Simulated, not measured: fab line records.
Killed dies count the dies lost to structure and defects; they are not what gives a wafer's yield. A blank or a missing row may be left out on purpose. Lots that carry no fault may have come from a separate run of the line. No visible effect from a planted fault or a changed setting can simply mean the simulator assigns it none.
fab line records    flow nand-harc    part 1 of 2: steps 1 to 25 of 41
record: lots: 5  wafers: 15  last-day: 23
route steps=1159 shown P_STI@82 P_GATE@110
lots untouched by any fault: they come from a run of this same line in which no faults occurred
start-h: hours from the record's first day to the start of the lot's first wafer shown    wait-h: time in hours since the lot's previous step    " the same as in the row above    L1.1+2: a single row standing in for several wafers    - no value, or no start given    * or withheld: withheld    < > ~ a bound
route shown NAME@n: names a module that has steps shown in the file, with the first one's number in the route    usual: the fault-free wafers' mean and standard deviation    same: alike in all rows    chamber/n: place in a boat    sites: per-site readings    _std_site: the standard deviation of these    _edge_site: outer sites' mean less inner sites'    radius-mm: how far each site lies from the wafer's centre    mask NAME#n: copy n    behind: tool/chamber where the wafer was last shaped    hold: cause of the lot's hold/its duration in hours/its outcome    device: transistor that didn't switch, given as n, p or np    end of line: the tests these same wafers got at the end of their route    a step with no rows: only its recipe    killed: not the wafer's yield, but the dies lost to structure and defects at the first sort    map: a wafer's dies, x killed, . not, _ none there
set.NAME: the setting as run; set.NAME@STEP: as run at that earlier step    model.NAME: the simulator's own value behind a step, which no gauge read
lots at some steps of the route; a table a step, a row a wafer
services: a tool's chamber out of use, with start hour (start-h, from the record's first day; less than 0 if before it), hours out, and reason
== steps ==
step: NHARC_P_STI_DEVELOP_08
recipe: time-s: 50  dev-temp-c: 22
lot.wafer   tool            chamber  start-h  wait-h
L077.1+3+6  litho-track-03  0        -        -
L082.1+2+3  litho-track-05  0        -        -
L085.1+4+6  litho-track-05  0        -        -
L090.1+3+6  litho-track-05  0        -        -
L094.1+3+4  litho-track-07  0        -        -
step: NHARC_P_STI_CD_MEAS_09
recipe: target-cd-nm: 200  landing-energy-ev: 500
usual: cd-nm: 199.8/2.6
lot.wafer  tool       chamber  start-h  wait-h  cd-nm
L077.1     cd-sem-03  0        52.92    -       201.6
L077.3     "          0        "        "       202.6
L077.6     "          0        "        "       203.9
L082.1     cd-sem-03  0        80.57    -       201.4
L082.2     "          0        "        "       199.0
L082.3     "          0        "        "       201.5
L085.1     cd-sem-02  0        101.12   -       202.9
L085.4     "          0        "        "       201.0
L085.6     "          0        "        "       204.0
L090.1     cd-sem-02  0        131.09   -       196.2
L090.3     "          0        "        "       195.2
L090.6     "          0        "        "       202.1
L094.1     cd-sem-02  0        152.50   -       195.3
L094.3     "          0        "        "       201.2
L094.4     "          0        "        "       198.0
step: NHARC_P_STI_OVL_MEAS_10
usual: overlay-x-nm: -1/5.8  overlay-y-nm: 1/6.3
lot.wafer  tool        chamber  start-h  wait-h  overlay-x-nm  overlay-y-nm
L077.1     overlay-02  -        53.01    -       -5            4
L077.3     "           -        "        "       -5            4
L077.6     "           -        "        "       -5            4
L082.1     overlay-02  -        80.65    -       -7            -6
L082.2     "           -        "        "       -7            -6
L082.3     "           -        "        "       -7            -6
L085.1     overlay-02  -        101.21   -       5             7
L085.4     "           -        "        "       5             7
L085.6     "           -        "        "       5             7
L090.1     overlay-02  -        131.18   -       -12           -1
L090.3     "           -        "        "       -12           -1
L090.6     "           -        "        "       -11           -1
L094.1     overlay-02  -        152.58   -       8             3
L094.3     "           -        "        "       8             3
L094.4     "           -        "        "       8             3
step: NHARC_P_STI_INSPECT_11
usual: raw-defect-count: 6/3.3
lot.wafer  tool               chamber  start-h  wait-h  raw-defect-count
L077.1     defect-inspect-01  -        53.05    0.0     9
L077.3     "                  -        "        "       2
L077.6     "                  -        "        "       3
L082.1     defect-inspect-02  -        80.69    0.0     3
L082.2     "                  -        "        "       6
L082.3     "                  -        "        "       4
L085.1     defect-inspect-02  -        101.25   0.0     7
L085.4     "                  -        "        "       8
L085.6     "                  -        "        "       4
L090.1     defect-inspect-01  -        131.22   0.0     6
L090.3     "                  -        "        "       2
L090.6     "                  -        "        "       2
L094.1     defect-inspect-02  -        152.62   0.0     6
L094.3     "                  -        "        "       6
L094.4     "                  -        "        "       5
step: NHARC_P_STI_HARDBAKE_13
recipe: temp-c: 118  time-s: 65
lot.wafer   tool            chamber  start-h  wait-h
L077.1+3+6  litho-track-03  0        53.11    0.1
L082.1+2+3  litho-track-05  0        80.75    0.1
L085.1+4+6  litho-track-05  0        101.30   0.1
L090.1+3+6  litho-track-07  0        131.27   0.1
L094.1+3+4  litho-track-05  0        152.68   0.1
step: NHARC_P_STI_DESCUM_14
recipe: time-s: 3  o2-flow-sccm: 200  ar-flow-sccm: 0  bias-power-w: 0  chemistry: O2
usual: drypump-motor-current-A: 5.7/0.48  oes-product-au: 0.995/0.014  rf-vpp-V: 58.0/0.92  showerhead-plenum-p-Torr: 1.96/0.089  throttle-valve-pct: 11.311/0.0091
lot.wafer  tool         chamber  start-h  wait-h  drypump-motor-current-A  oes-product-au  rf-hours-counter-h  rf-vpp-V  showerhead-plenum-p-Torr  throttle-valve-pct
L077.1     rie-diel-09  2        53.20    -       6.0                      0.993           5                   56.9      1.80                      11.310
L077.3     "            3        "        "       5.6                      0.982           5                   57.9      2.04                      11.318
L077.6     "            0        "        "       4.9                      0.998           -                   57.4      2.01                      11.305
L082.3     rie-diel-05  1        80.83    -       6.7                      1.029           6                   58.8      2.05                      11.302
L082.2     "            2        "        "       5.3                      0.983           5                   57.9      1.87                      11.316
L082.1     "            3        "        "       5.7                      0.992           6                   58.0      1.93                      11.302
L085.1     rie-diel-09  0        101.38   -       5.0                      1.015           1                   58.7      2.01                      11.310
L085.6     "            0        "        "       5.0                      1.005           -                   58.0      2.01                      11.309
L085.4     "            1        "        "       6.1                      1.005           -                   57.5      1.80                      11.298
L090.3     rie-diel-12  1        131.36   -       6.2                      1.000           2                   58.7      2.04                      11.318
L090.1     "            2        "        "       5.2                      0.973           2                   58.2      1.97                      11.321
L090.6     "            2        "        "       5.2                      0.983           -                   57.7      1.97                      11.325
L094.4     rie-diel-12  3        152.75   -       5.3                      0.990           3                   56.7      1.98                      11.317
L094.3     "            1        "        "       6.2                      1.003           3                   58.3      2.03                      11.298
L094.1     "            2        "        "       5.2                      0.994           3                   58.9      1.97                      11.318
step: NHARC_P_STI_ETCH_42
recipe: target-depth-a: 800  overetch-a: 240  time-s: 61  ion-energy-ev: 200  n2-flow-sccm: 150  h2-flow-sccm: 150  ar-flow-sccm: 0  rf-w: 400  bias-w: 150  chemistry: N2/H2
usual: drypump-motor-current-A: 5.7/0.46  n2-flow-sccm: 150.1/0.44  oes-product-au: 0.995/0.013  rf-fwd-power-W: 395.9/1.5  rf-vpp-V: 431.7/2.9  showerhead-plenum-p-Torr: 2.09/0.099  throttle-valve-pct: 14.172/0.0095
lot.wafer  tool         chamber  start-h  wait-h  drypump-motor-current-A  n2-flow-sccm  oes-product-au  rf-fwd-power-W  rf-hours-counter-h  rf-vpp-V  showerhead-plenum-p-Torr  throttle-valve-pct
L077.1     rie-diel-09  1        53.27    0.1     6.1                      150.6         1.000           397.9           4                   427.5     1.92                      14.171
L077.3     "            2        "        "       6.0                      149.4         0.998           393.8           5                   426.7     1.92                      14.163
L077.6     "            2        "        "       6.0                      149.6         1.000           394.6           -                   426.8     1.92                      14.163
L082.1     rie-diel-05  3        80.91    0.1     5.7                      150.1         0.997           396.6           6                   431.5     2.06                      14.191
L082.3     "            0        "        "       5.6                      149.9         0.984           393.2           6                   433.1     2.13                      14.183
L082.2     "            1        "        "       6.7                      150.9         1.009           394.8           6                   432.1     2.19                      14.156
L085.1     rie-diel-09  1        101.49   0.1     6.1                      149.9         1.006           396.4           1                   426.0     1.92                      14.170
L085.4     "            1        "        "       6.1                      149.6         1.002           397.4           -                   426.4     1.92                      14.175
L085.6     "            2        "        "       6.0                      150.4         0.996           397.0           -                   426.3     1.92                      14.178
L090.1     rie-diel-12  3        131.45   0.1     5.3                      150.4         0.984           397.3           2                   434.0     2.11                      14.185
L090.3     "            2        "        "       5.2                      150.6         0.988           397.0           2                   431.3     2.11                      14.166
L090.6     "            1        "        "       6.2                      149.5         0.999           396.0           -                   434.5     2.17                      14.168
L094.1     rie-diel-12  0        152.84   0.1     5.4                      150.2         0.967           396.4           2                   434.1     2.18                      14.164
L094.4     "            2        "        "       5.2                      150.1         0.976           396.3           3                   432.6     2.11                      14.166
L094.3     "            3        "        "       5.3                      150.1         0.964           397.5           3                   431.0     2.11                      14.175
step: NHARC_P_STI_ETCH_31
recipe: target-depth-a: 1089  time-s: 54.5  cf4-flow-sccm: 100  chf3-flow-sccm: 30  ar-flow-sccm: 0  rf-w: 500  bias-w: 200  chemistry: CF4/CHF3
usual: drypump-motor-current-A: 5.7/0.49  oes-product-au: 0.957/0.02  rf-fwd-power-W: 494.7/1.9  rf-vpp-V: 371.8/2.3  showerhead-plenum-p-Torr: 1.61/0.067  throttle-valve-pct: 16.802/0.0098
lot.wafer  tool         chamber  start-h  wait-h  drypump-motor-current-A  oes-product-au  rf-fwd-power-W  rf-hours-counter-h  rf-vpp-V  showerhead-plenum-p-Torr  throttle-valve-pct
L077.3     rie-diel-09  3        -        -       5.6                      0.972           493.5           5                   373.7     1.67                      16.809
L077.1     "            2        "        "       6.0                      0.976           494.6           5                   367.6     1.49                      16.784
L077.6     "            0        "        "       5.0                      0.968           495.4           -                   372.6     1.65                      16.803
L082.1     rie-diel-05  2        -        -       5.3                      0.965           495.0           5                   369.3     1.54                      16.816
L082.2     "            3        "        "       5.7                      0.970           496.2           6                   372.0     1.59                      16.798
L082.3     "            0        "        "       5.5                      0.960           490.4           6                   372.9     1.64                      16.795
L085.1     rie-diel-09  1        -        -       6.1                      0.959           494.0           1                   367.9     1.49                      16.782
L085.4     "            0        "        "       5.0                      0.976           495.4           -                   372.5     1.65                      16.799
L085.6     "            1        "        "       6.1                      0.968           494.9           -                   367.4     1.49                      16.793
L090.3     rie-diel-12  2        -        -       5.2                      0.946           495.2           2                   372.4     1.62                      16.803
L090.1     "            1        "        "       6.2                      0.961           493.1           3                   373.7     1.67                      16.815
L090.6     "            3        "        "       5.3                      0.937           497.3           -                   371.0     1.62                      16.800
L094.1     rie-diel-12  0        -        -       5.3                      0.946           492.4           3                   374.7     1.68                      16.799
L094.4     "            1        "        "       6.2                      0.979           493.3           3                   373.2     1.67                      16.795
L094.3     "            2        "        "       5.2                      0.961           493.7           3                   372.4     1.62                      16.808
step: NHARC_P_STI_ETCH_15
recipe: target-depth-a: 3000  taper-deg: 4  time-s: 100.1  hbr-flow-sccm: 150  cl2-flow-sccm: 50  rf-w: 400  icp-w: 400  bias-w: 100  chemistry: HBr/Cl2
usual: drypump-motor-current-A: 5.7/0.48  mfc-cl2-sccm: 49.98/0.17  oes-product-au: 1.000/0.013  rf-fwd-power-W: 397.9/1.3  throttle-valve-pct: 26.406/0.0088
lot.wafer  tool       chamber  start-h  wait-h  drypump-motor-current-A  mfc-cl2-sccm  oes-product-au  rf-fwd-power-W  rf-hours-counter-h  throttle-valve-pct
L077.3     rie-si-02  0        53.47    -       4.6                      49.93         1.012           397.9           0.1                 26.408
L077.1     "          1        "        "       5.6                      50.08         1.015           397.1           0.1                 26.402
L077.6     "          3        "        "       6.3                      49.79         0.995           398.6           -                   26.399
L082.1     rie-si-03  1        81.11    -       5.3                      49.85         1.017           396.5           0.6                 26.417
L082.3     "          2        "        "       6.1                      50.13         1.005           397.8           0.5                 26.398
L082.2     "          0        "        "       6.3                      50.04         1.008           396.2           0.6                 26.408
L085.1     rie-si-06  2        101.70   -       5.7                      49.97         0.972           398.1           0.9                 26.410
L085.4     "          3        "        "       5.3                      50.23         1.003           395.8           0.7                 26.431
L085.6     "          2        "        "       5.6                      50.36         0.969           400.3           -                   26.407
L090.3     rie-si-03  1        131.68   -       5.3                      50.10         1.015           396.6           1.0                 26.408
L090.1     "          3        "        "       5.2                      50.02         0.995           399.9           0.8                 26.403
L090.6     "          0        "        "       6.3                      49.93         1.010           398.4           -                   26.401
L094.4     rie-si-06  1        153.04   -       5.9                      50.18         0.994           397.7           1.0                 26.412
L094.1     "          2        "        "       5.6                      50.08         0.979           400.2           1.2                 26.407
L094.3     "          3        "        "       5.3                      49.89         1.001           397.9           1.1                 26.405
step: NHARC_P_STI_CD_MEAS_16
usual: cd-nm: 199.8/2.8
lot.wafer  tool       chamber  start-h  wait-h  cd-nm
L077.1     cd-sem-01  -        53.62    -       199.1
L077.3     "          -        "        "       201.5
L077.6     "          -        "        "       202.8
L082.1     cd-sem-03  -        81.28    -       203.2
L082.2     "          -        "        "       199.7
L082.3     "          -        "        "       202.3
L085.1     cd-sem-03  -        101.86   -       200.8
L085.4     "          -        "        "       199.6
L085.6     "          -        "        "       205.1
L090.1     cd-sem-03  -        131.83   -       196.0
L090.3     "          -        "        "       195.5
L090.6     "          -        "        "       203.3
L094.1     cd-sem-01  -        153.19   -       196.2
L094.3     "          -        "        "       201.9
L094.4     "          -        "        "       198.1
step: NHARC_P_STI_OCD_MEAS_17
usual: trench-depth-nm: 301/5.5  trench-foot-cd-nm: 157.8/2.7
lot.wafer  tool    chamber  start-h  wait-h  trench-depth-nm  trench-foot-cd-nm
L077.1     ocd-02  -        53.71    0.1     306              159.6
L077.3     "       -        "        "       307              160.0
L077.6     "       -        "        "       293              163.4
L082.1     ocd-01  -        81.37    0.1     311              158.4
L082.2     "       -        "        "       308              155.8
L082.3     "       -        "        "       304              159.1
L085.1     ocd-02  -        101.94   0.1     290              161.8
L085.4     "       -        "        "       298              159.1
L085.6     "       -        "        "       288              164.2
L090.1     ocd-01  -        131.91   0.1     300              154.2
L090.3     "       -        "        "       309              152.5
L090.6     "       -        "        "       308              159.0
L094.1     ocd-02  -        153.28   0.1     289              154.5
L094.3     "       -        "        "       299              159.0
L094.4     "       -        "        "       296              156.2
step: NHARC_P_STI_STRIP_19
recipe: time-s: 900  temp-c: 130  chemistry: SPM
usual: temp-c: 130.02/0.13
lot.wafer  tool          chamber  start-h  wait-h  temp-c
L077.3     wet-bench-07  0        53.77    0.1     129.94
L077.6     "             2        "        "       130.10
L077.1     "             3        "        "       129.99
L082.2     wet-bench-02  7        81.44    0.1     129.98
L082.1     "             0        "        "       130.06
L082.3     "             1        "        "       130.21
L085.6     wet-bench-02  4        102.02   0.1     130.10
L085.1     "             6        "        "       129.90
L085.4     "             7        "        "       129.96
L090.6     wet-bench-07  5        131.97   0.0     130.38
L090.3     "             1        "        "       129.97
L090.1     "             2        "        "       129.96
L094.3     wet-bench-04  7        153.34   0.1     130.00
L094.1     "             1        "        "       129.75
L094.4     "             2        "        "       130.10
step: NHARC_P_STI_PRECLEAN_32
recipe: time-s: *  temp-c: 50  bath-age-min: 0  chemistry: SC1
usual: temp-c: 50.00/0.12
lot.wafer  tool          chamber  start-h  wait-h  temp-c
L077.3     wet-bench-07  0        -        -       49.76
L077.6     "             2        "        "       49.88
L077.1     "             3        "        "       49.94
L082.2     wet-bench-02  7        -        -       50.11
L082.1     "             0        "        "       49.98
L082.3     "             1        "        "       50.10
L085.6     wet-bench-02  4        -        -       50.03
L085.1     "             6        "        "       49.80
L085.4     "             7        "        "       50.24
L090.6     wet-bench-07  5        -        -       49.82
L090.3     "             1        "        "       50.16
L090.1     "             2        "        "       49.95
L094.3     wet-bench-04  7        -        -       50.14
L094.1     "             1        "        "       50.01
L094.4     "             2        "        "       50.02
step: NHARC_P_STI_SRD_23
lot.wafer   tool          chamber  start-h  wait-h
L077.3+6+1  wet-bench-07  0,2,3    -        -
L082.2+1+3  wet-bench-02  7,0,1    -        -
L085.6+1+4  wet-bench-02  4,6,7    -        -
L090.6+3+1  wet-bench-07  5,1,2    -        -
L094.3+1+4  wet-bench-04  7,1,2    -        -
step: NHARC_P_STI_OCD_MEAS_43
usual: trench-depth-nm: 300/5.4  trench-foot-cd-nm: 157.7/2.7
lot.wafer  tool    chamber  start-h  wait-h  trench-depth-nm  trench-foot-cd-nm
L077.1     ocd-01  -        54.23    -       307              158.5
L077.3     "       -        "        "       307              159.9
L077.6     "       -        "        "       293              163.4
L082.1     ocd-02  -        81.88    -       310              158.1
L082.2     "       -        "        "       307              155.8
L082.3     "       -        "        "       303              158.7
L085.1     ocd-01  -        102.45   -       290              162.0
L085.4     "       -        "        "       299              159.1
L085.6     "       -        "        "       288              164.0
L090.1     ocd-02  -        132.42   -       300              154.2
L090.3     "       -        "        "       309              151.7
L090.6     "       -        "        "       308              158.5
L094.1     ocd-02  -        153.79   -       290              154.8
L094.3     "       -        "        "       299              159.2
L094.4     "       -        "        "       296              157.0
step: NHARC_P_STI_OXIDE_33
recipe: target-thk-a: 100  temp-c: 1000  ox-time-s: 281  material: SiO2
usual: spike-tc-bottom-C: 1018.1/1.7  spike-tc-centre-C: 1001.0/1.4
lot.wafer  tool        chamber  start-h  wait-h  spike-tc-bottom-C  spike-tc-centre-C
L077.1     furnace-01  0        60.31    6.1     1017.0             1000.0
L077.3     "           0        "        "       1017.7             1001.5
L077.6     "           0        "        "       1018.5             997.8
L082.1     furnace-08  0        85.48    3.6     1021.1             1002.9
L082.2     "           0        "        "       1021.5             1001.4
L082.3     "           0        "        "       1020.4             1001.1
L085.1     furnace-08  0        107.48   5.0     1020.1             1000.8
L085.4     "           0        "        "       1018.8             1000.8
L085.6     "           0        "        "       1020.6             1001.8
L090.1     furnace-08  0        138.63   6.2     1020.7             999.8
L090.3     "           0        "        "       1021.5             1002.1
L090.6     "           0        "        "       1017.7             1001.3
L094.1     furnace-08  0        157.95   4.2     1021.5             1000.9
L094.3     "           0        "        "       1020.3             1001.8
L094.4     "           0        "        "       1022.0             999.9
step: NHARC_P_STI_HDPCVD_20
recipe: target-thk-a: withheld  sigma-open-frac: withheld  material: SiO2
lot.wafer   tool       chamber  start-h  wait-h
L077.1+3+6  hdpcvd-01  1,1,0    65.06    0.4
L082.2+1+3  hdpcvd-01  0,1,1    90.63    0.9
L085.1+4+6  hdpcvd-01  0        124.15   12.3
L090.1+3+6  hdpcvd-01  0        143.46   0.5
L094.1+4+3  hdpcvd-01  1,1,0    163.14   0.9
step: NHARC_P_STI_ANNEAL_34
recipe: temp-c: 1000  time-s: 1800
usual: spike-tc-bottom-C: 1018.2/1.7  spike-tc-centre-C: 1001.4/1.2
lot.wafer  tool        chamber  start-h  wait-h  spike-tc-bottom-C  spike-tc-centre-C
L077.1     furnace-06  0        72.53    7.4     1017.5             1001.9
L077.3     "           0        "        "       1018.4             1001.1
L077.6     "           0        "        "       1017.1             1001.2
L082.1     furnace-06  0        95.59    4.8     1018.7             1004.7
L082.2     "           0        "        "       1017.4             1001.6
L082.3     "           0        "        "       1015.9             1000.2
L085.1     furnace-06  0        128.33   4.1     1020.8             1003.8
L085.4     "           0        "        "       1017.0             1002.4
L085.6     "           0        "        "       1016.8             1001.7
L090.1     furnace-01  0        147.67   4.1     1014.6             998.2
L090.3     "           0        "        "       1017.1             1000.8
L090.6     "           0        "        "       1016.9             1001.4
L094.1     furnace-08  0        168.24   5.0     1022.0             1000.4
L094.3     "           0        "        "       1019.6             1002.4
L094.4     "           0        "        "       1019.0             1000.7
step: NHARC_P_STI_CMP_21
recipe: t-overpolish-s: 20  target-thk-nm: 380.67
usual: motor-current-A: 12.1/0.77  overpolish-run-s: 20.000/0.0095
lot.wafer  tool    chamber  start-h  wait-h  motor-current-A  overpolish-run-s
L077.3     cmp-03  2        77.44    0.4     12.4             20.003
L077.1     "       3        "        "       12.8             20.004
L077.6     "       0        "        "       12.4             19.997
L082.2     cmp-03  3        100.48   0.4     13.3             19.992
L082.3     "       0        "        "       12.2             20.002
L082.1     "       1        "        "       10.8             20.000
L085.1     cmp-04  1        133.21   0.4     11.4             19.986
L085.4     "       2        "        "       12.1             20.019
L085.6     "       0        "        "       12.8             20.007
L090.1     cmp-03  2        152.54   0.4     12.6             19.989
L090.3     "       3        "        "       13.0             19.987
L090.6     "       0        "        "       11.5             19.985
L094.4     cmp-03  1        173.18   0.4     11.8             20.003
L094.1     "       2        "        "       13.2             20.004
L094.3     "       0        "        "       12.7             19.999
step: NHARC_P_STI_SRD_35
lot.wafer   tool          chamber  start-h  wait-h
L077.3+1+6  wet-bench-04  3,7,0    77.70    0.0
L082.1+3+2  wet-bench-02  7,0,1    100.79   0.1
L085.6+1+4  wet-bench-04  5,6,0    133.46   0.0
L090.1+6+3  wet-bench-07  1,2,4    152.80   0.0
L094.1+3+4  wet-bench-04  6,7,1    173.49   0.0
step: NHARC_P_STI_ETCH_36
recipe: target-depth-a: 388  chemistry: dHF  material: SiO2
lot.wafer   tool          chamber  start-h  wait-h
L077.3+1+6  wet-bench-04  3,7,0    77.73    0.0
L082.1+3+2  wet-bench-02  7,0,1    100.81   0.0
L085.6+1+4  wet-bench-04  5,6,0    133.48   0.0
L090.1+6+3  wet-bench-07  1,2,4    152.82   0.0
L094.1+3+4  wet-bench-04  6,7,1    173.52   0.0
step: NHARC_P_STI_STRIP_24
recipe: temp-c: 160  chemistry: H3PO4  material: Si3N4
usual: temp-c: 159.99/0.13
lot.wafer  tool          chamber  start-h  wait-h  temp-c
L077.3     wet-bench-04  3        77.74    0.0     160.08
L077.1     "             7        "        "       160.25
L077.6     "             0        "        "       159.94
L082.1     wet-bench-02  7        100.83   0.0     160.16
L082.3     "             0        "        "       160.00
L082.2     "             1        "        "       160.06
L085.6     wet-bench-04  5        133.50   0.0     159.87
L085.1     "             6        "        "       159.95
L085.4     "             0        "        "       159.81
L090.1     wet-bench-07  1        152.84   0.0     159.69
L090.6     "             2        "        "       159.84
L090.3     "             4        "        "       160.03
L094.1     wet-bench-04  6        173.53   0.0     160.02
L094.3     "             7        "        "       159.96
L094.4     "             1        "        "       159.94
step: NHARC_P_STI_ETCH_37
recipe: target-depth-a: 110  chemistry: dHF  material: SiO2
lot.wafer   tool          chamber  start-h  wait-h
L077.3+1+6  wet-bench-04  3,7,0    -        -
L082.1+3+2  wet-bench-02  7,0,1    -        -
L085.6+1+4  wet-bench-04  5,6,0    -        -
L090.1+6+3  wet-bench-07  1,2,4    -        -
L094.1+3+4  wet-bench-04  6,7,1    -        -
step: NHARC_P_STI_PRECLEAN_38
recipe: time-s: *  temp-c: 50  bath-age-min: 0  chemistry: SC1
usual: temp-c: 50.01/0.11
lot.wafer  tool          chamber  start-h  wait-h  temp-c
L077.3     wet-bench-04  3        -        -       50.02
L077.1     "             7        "        "       50.11
L077.6     "             0        "        "       50.01
L082.1     wet-bench-02  7        -        -       50.02
L082.3     "             0        "        "       50.13
L082.2     "             1        "        "       49.88
L085.6     wet-bench-04  5        -        -       50.10
L085.1     "             6        "        "       49.78
L085.4     "             0        "        "       49.97
L090.1     wet-bench-07  1        -        -       49.92
L090.6     "             2        "        "       49.97
L090.3     "             4        "        "       50.06
L094.1     wet-bench-04  6        -        -       49.73
L094.3     "             7        "        "       50.01
L094.4     "             1        "        "       49.96
step: NHARC_P_STI_SRD_39
lot.wafer   tool          chamber  start-h  wait-h
L077.3+1+6  wet-bench-04  3,7,0    -        -
L082.1+3+2  wet-bench-02  7,0,1    -        -
L085.6+1+4  wet-bench-04  5,6,0    -        -
L090.1+6+3  wet-bench-07  1,2,4    -        -
L094.1+3+4  wet-bench-04  6,7,1    -        -
